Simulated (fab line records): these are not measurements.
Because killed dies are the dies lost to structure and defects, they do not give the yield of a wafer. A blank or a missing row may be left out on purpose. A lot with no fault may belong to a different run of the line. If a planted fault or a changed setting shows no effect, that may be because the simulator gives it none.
Problem report, 8D (eight disciplines) form, completed by code / flow n5Finfet / the parts of the form that need people (team, actions taken, sign-off) are left out

1. WHAT IS WRONG
heaterPowerTotalW at N5_WELL_APT_PEB_06 reads a mean of 179.7 W on 9 wafers of 3 lots; wafers without a fault read 172.4 W with a standard deviation of 0.85. Measured from the usual mean, that is +8.6 standard deviations.
The step: peb time 90 s.
First seen on wafer L158.1, day 5 13:41, on lithoTrack-05. The record has a number at this step for 30 wafers belonging to 10 lots. The rule behind "out" and "out of limits": a value lying over 4 standard deviations away from the usual mean. All remaining wafers that have a number are taken as sound.

2. WHAT THIS IS AND IS NOT
question=which readings at this step | is=heaterPowerTotalW | is not=-
question=which lots | is=L158, L161, L162 | is not=L143, L147, L149, L152, L154, L155, L160
question=which wafers of those lots | is=all that have a number | is not=-
question=read on which tools | is=lithoTrack-05 | is not=lithoTrack-01
question=when | is=from day 5 13:41 | is not=up to then (18 sound wafers); but 3 sound wafers of L160 came after

3. THE SUSPECTS, EACH WITH WHAT RULES IT OUT
Counting: a tool at a process step up to the reading stays a suspect if it ran every lot that is out and no sound lot after the first of them.
- lithoTrack-05 at N5_WELL_APT_PEB_06 (peb time 90 s): kept. It ran every lot that is out, first L158 (day 5 13:41), and no sound lot after that; its last sound lot up to then is L155 (day 4 19:55). Its own heaterPowerTotalW readings are out on those wafers.
Left after counting: lithoTrack-05 at N5_WELL_APT_PEB_06.

4. THE CAUSE (what the simulator had put in)
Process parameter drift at N5_WELL_APT_PEB_06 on lithoTrack-05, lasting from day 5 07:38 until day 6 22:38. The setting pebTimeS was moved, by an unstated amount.
Counting left only this tool.

5. THE CHAIN OF EFFECTS, in route order
Each row: a reading where the mean over the struck wafers with a number is more than 3 standard deviations away from the usual. Only readings whose record carries a usual standard deviation are examined. hours: median over the lots of the time between each lot's start at the first step of this table that gives one and its start at this step. sigmas: the change, counted in usual standard deviations.
hours=0; step=N5_WELL_APT_PEB_06; reading=heaterPowerTotalW; usual=172.4 W; on struck wafers=179.7; change=+7.3; sigmas=+8.6
Its process steps:
- N5_WELL_APT_PEB_06: peb time 90 s.
Later measuring or inspecting steps at which every struck wafer that the step has a row for has a number for every such reading, and none has moved that far: N5_WELL_APT_INSPECT_38, N5_BEOL_M4_RC_MEAS_101.

6. WHAT WOULD HAVE CAUGHT IT SOONER
In this record no reading fell out of limits until day 5 13:41, 6 hours after the fault had begun at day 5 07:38.
